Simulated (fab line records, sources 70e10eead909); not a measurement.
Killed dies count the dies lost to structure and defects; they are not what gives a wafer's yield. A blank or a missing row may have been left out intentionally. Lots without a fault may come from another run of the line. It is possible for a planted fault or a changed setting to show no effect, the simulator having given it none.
Problem report in the 8D (eight disciplines) form, filled by code | flow nand harc | the parts of the form that need people (team, actions taken, sign-off) are left out

== 1. WHAT WENT WRONG ==
A mean of 114.2 s is read at NHARC_P_BONDPAD_ETCH_12 for run length s, taken on 1 wafer of 1 lot, against 121.1 s (standard deviation 0.41) on wafers free of any fault. That puts it -17 standard deviations away from the usual mean.
The step: etches the open film in CHF3/O2, target depth 200 nm, time 100 s.
First seen on wafer L266.2, day 13 22:47, on rie diel-03. Wafers with a number at this step in the record: 39, from 13 lots. By rule, "out" or "out of limits" means more than 4 standard deviations away from the usual mean. The other wafers with a number count as sound.

== 2. WHAT THIS IS AND IS NOT ==
question                    | is                | is not
which readings at this step | run length s      | drypump motor current A, oes product au, rf vpp V, showerhead plenum p Torr, throttle valve pct
which lots                  | L266              | L250, L251, L253, L254, L255, L256, L257, L263, L264, L269, L271, L272
which wafers of those lots  | L266.2            | L266.3, L266.5
read on which tools         | rie diel-03       | rie diel-02, rie diel-04
when                        | from day 13 22:47 | up to then (29 sound wafers); but 9 sound wafers of L269, L271, L272 came after

== 3. SUSPECTS, AND WHAT RULES EACH OUT ==
Counting: a tool at a process step up to the reading stays a suspect if it ran every lot that is out. Sound lots after the first of them don't rule it out here, since some wafers of a struck lot are sound.
- pecvd-03 at NHARC_P_M2_PRE_CLEAN_32 (time 12 s): kept. The lot that is out, L266, ran on it at day 13 20:40; the last sound lot it ran before that was L263, at day 12 16:35.
- rie diel-03 at NHARC_P_BONDPAD_ETCH_12 (etches the open film in CHF3/O2, target depth 200 nm, time 100 s): kept. The lot that is out, L266, ran on it at day 13 22:47; the last sound lot it ran before that was L257, at day 10 02:26. On those wafers its own readings are out: run length s.
- At NHARC_P_M2_PRE_CLEAN_32, inside pecvd-03: chamber 1 took the wafers that are out, while their sound lot-mates went through chambers 0, 2.
- At NHARC_P_BONDPAD_ETCH_12, inside rie diel-03: chamber 0 took the wafers that are out, while their sound lot-mates went through chambers 1, 3.
Left after counting: pecvd-03 at NHARC_P_M2_PRE_CLEAN_32, rie diel-03 at NHARC_P_BONDPAD_ETCH_12.

== 4. THE CAUSE (what the simulator had put in) ==
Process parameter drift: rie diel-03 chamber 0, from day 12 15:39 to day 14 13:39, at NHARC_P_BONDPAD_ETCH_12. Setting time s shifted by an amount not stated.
Counting left 2 suspects, and this tool is among them.

== 5. SEQUENCE OF EFFECTS, ordered by route ==
Each row: a reading where the mean over the struck wafers with a number is more than 3 standard deviations away from the usual. Readings are gone through only where the record gives a usual standard deviation; hours: the median, over the lots, of the time from a lot's start at the first step in this table giving one to that lot's start at this step; sigmas: the change measured in usual standard deviations.
hours | step                    | reading      | usual   | on struck wafers | change | sigmas
0     | NHARC_P_BONDPAD_ETCH_12 | run length s | 121.1 s | 114.2            | -6.9   | -17
Its process steps:
- NHARC_P_BONDPAD_ETCH_12: etches the open film in CHF3/O2, target depth 200 nm, time 100 s.

== 6. WHAT WOULD HAVE CAUGHT IT SOONER ==
31 hours passed between the start of the fault at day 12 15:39 and the first reading out of limits in this record, taken at day 13 22:47.
